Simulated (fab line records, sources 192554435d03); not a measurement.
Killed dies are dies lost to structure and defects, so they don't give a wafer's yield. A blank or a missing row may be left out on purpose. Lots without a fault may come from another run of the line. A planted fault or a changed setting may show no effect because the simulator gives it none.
Which tool did it? | flow n5_finfet | 12 lots, 36 wafers sampled, at 3 steps of a route of 1938

WHAT THE GAUGES READ, wafer by wafer
N5_BEOL_M8_OVL_MEAS_29.
lot  | measured     | on         | V7_OVL (nm)
L075 | day 9 18:14  | overlay-02 | 0.7 -0.7 -0.3
L077 | day 9 21:07  | overlay-01 | -0.5 -0.4 -0.6
L079 | day 10 10:29 | overlay-02 | -0.5 0.0 -1.0
L082 | day 10 20:08 | overlay-01 | -0.1 0.2 -1.0
L083 | day 11 04:46 | overlay-02 | 0.4 0.0 1.0
L084 | day 11 20:24 | overlay-02 | 0.3 -0.3 0.1
L086 | day 12 15:43 | overlay-01 | 0.4 0.5 0.0
L090 | day 12 22:42 | overlay-02 | -1.3 -0.9 -1.2
L091 | day 13 10:23 | overlay-01 | -0.9 -1.0 -0.8
L094 | day 13 23:40 | overlay-01 | -0.2 -0.1 -0.3
L095 | day 14 05:01 | overlay-01 | 0.6 0.1 0.1
L097 | day 15 08:26 | overlay-01 | -0.5 -0.5 0.4

WHICH TOOL RAN EACH LOT (tool, then ch and the chambers of the sampled wafers, then the start)
lot  | N5_BEOL_M7_ALD_77                   | N5_BEOL_M8_ETCH_61
L075 | ald_metal-02 ch 0,1, day 9 13:06    | rie_diel-04 ch 0,1,2, day 9 16:39
L077 | ald_metal-02 ch 0,2,3, day 9 16:22  | rie_diel-04 ch 0,1,3, day 9 20:10
L079 | ald_metal-02 ch 2,3, day 10 04:46   | rie_diel-04 ch 0,1,2, day 10 09:27
L082 | ald_metal-01 ch 1,3, day 10 13:53   | rie_diel-05 ch 1,2, day 10 18:08
L083 | ald_metal-04 ch 0,2,3, day 10 22:21 | rie_diel-04 ch 1,3, day 11 02:58
L084 | ald_metal-02 ch 2,3, day 11 14:17   | rie_diel-01 ch 0,1, day 11 18:16
L086 | ald_metal-04 ch 0,3, day 12 11:16   | rie_diel-04 ch 2,3, day 12 14:32
L090 | ald_metal-04 ch 2,3, day 12 16:44   | rie_diel-04 ch 1,2, day 12 21:36
L091 | ald_metal-04 ch 0,1,2, day 13 05:58 | rie_diel-04 ch 2,3, day 13 09:35
L094 | ald_metal-04 ch 0,2,3, day 13 17:39 | rie_diel-01 ch 1,2,3, day 13 21:40
L095 | ald_metal-01 ch 0,1,2, day 14 00:39 | rie_diel-01 ch 0,1,3, day 14 03:26
L097 | ald_metal-02 ch 0,3, day 15 02:05   | rie_diel-04 ch 0,1,3, day 15 06:11
- N5_BEOL_M7_ALD_77: deposits TaN, target thk 2 nm, pulse time 2 s, purge time 3 s.
- N5_BEOL_M8_ETCH_61: etches SiARC in CF4, target depth 45.5 nm, time 75.8 s.

THE ANSWER, worked out from the rows above alone
Rule: what is usual is taken from the lots themselves. Put in order of their means at a reading, lots are off if they are a third of the lots or fewer, leave a main group of 4 or more, and stand apart from it by a gap of 3 or more times the standard deviation of the main group's means; of several such gaps the widest counts. A main group whose means are all the same, to the digits that the tables above print for the reading, isn't used. A lot without any number at a reading at which 4 lots or more have one is off too. The other lots that the step has rows for count as sound.
No lot is off at any reading shown: from this, nothing can be told.

WHAT THE SIMULATOR HAD PUT IN
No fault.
